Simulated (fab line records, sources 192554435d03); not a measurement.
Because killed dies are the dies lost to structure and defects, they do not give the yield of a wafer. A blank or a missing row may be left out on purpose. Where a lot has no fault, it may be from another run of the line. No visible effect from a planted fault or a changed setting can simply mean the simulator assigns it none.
Matching of chambers | flow n5Finfet | 4 sister chambers for N5_MOL_CONTACT_COAG_ALD_133 on aldSin-03
The step deposits SiO2, target thk 5 nm, pulse time 1 s, co reactant pulse time 1 s. 27 wafers are shown with their chamber, then 12 later ones without.

== WAFERS PAIRED WITH THEIR CHAMBERS ==
wafer  | chamber | heaterPowerW (W) | precursorPulseHeightRel
L074.4 | 2       | 75               | 0.952
L074.5 | 2       | 72               | 0.992
L074.6 | 1       | 64               | 1.008
L076.1 | 0       | 84               | 1.005
L076.3 | 2       | 75               | 1.032
L076.4 | 1       | 65               | 0.982
L077.2 | 1       | 64               | 0.999
L077.4 | 2       | 73               | 1.006
L077.5 | 1       | 64               | 1.027
L078.1 | 1       | 63               | 0.993
L078.2 | 0       | 85               | 0.981
L078.4 | 3       | 78               | 1.025
L079.2 | 0       | 84               | 0.983
L079.3 | 3       | 79               | 1.018
L079.5 | 1       | 63               | 0.987
L080.1 | 0       | 87               | 1.000
L080.5 | 0       | 85               | 0.999
L080.6 | 1       | 64               | 0.993
L081.2 | 1       | 65               | 1.010
L081.3 | 3       | 79               | 0.980
L081.5 | 0       | 84               | 0.968
L082.1 | 1       | 64               | 1.030
L082.4 | 2       | 74               | 0.990
L082.6 | 3       | 76               | 0.982
L086.1 | 0       | 82               | 1.026
L086.3 | 2       | 74               | 1.015
L086.4 | 3       | 78               | 1.005

SIGNATURES (averages over the wafers above)
reading                 | chamber 0 | chamber 1 | chamber 2 | chamber 3 | scatter within a chamber
heaterPowerW            | 84.43     | 64.00     | 73.83     | 78.00     | 1.15
precursorPulseHeightRel | 0.99457   | 1.00322   | 0.99783   | 1.00200   | 0.0207
Rule: a wafer lies at a distance from a chamber equal to the root of the sum of squares, over the readings, of (its reading less the chamber's mean, divided by the reading's scatter). The wafer belongs to the nearest chamber; if the next one is less than 2 further off, it can't be placed. The scatter: the root of (the sum of the squares of (reading less its chamber's mean) over the shown wafers, divided by (wafers less chambers)).

== WAFERS WHOSE CHAMBER IS MISSING ==
wafer  | heaterPowerW (W) | precursorPulseHeightRel
L087.3 | 75               | 1.008
L087.4 | 79               | 1.018
L087.6 | 64               | 1.000
L091.1 | 63               | 0.960
L091.4 | 84               | 1.017
L091.5 | 66               | 0.981
L093.2 | 78               | 1.008
L093.4 | 73               | 1.002
L093.6 | 74               | 0.993
L095.1 | 74               | 0.947
L095.5 | 82               | 1.012
L095.6 | 64               | 1.005

== THE CHAMBER EACH PASSED THROUGH ==
wafer  | from the rows above     | in truth
L087.3 | can't be placed: 2 or 3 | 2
L087.4 | 3                       | 3
L087.6 | 1                       | 1
L091.1 | 1                       | 1
L091.4 | 0                       | 0
L091.5 | 1                       | 1
L093.2 | 3                       | 3
L093.4 | 2                       | 2
L093.6 | 2                       | 2
L095.1 | can't be placed: 2 or 3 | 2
L095.5 | can't be placed: 0 or 3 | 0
L095.6 | 1                       | 1
9 of 12 placed correctly. These rows do not allow placing 3 (true chamber among the candidates in 3). 0 placed wrongly.
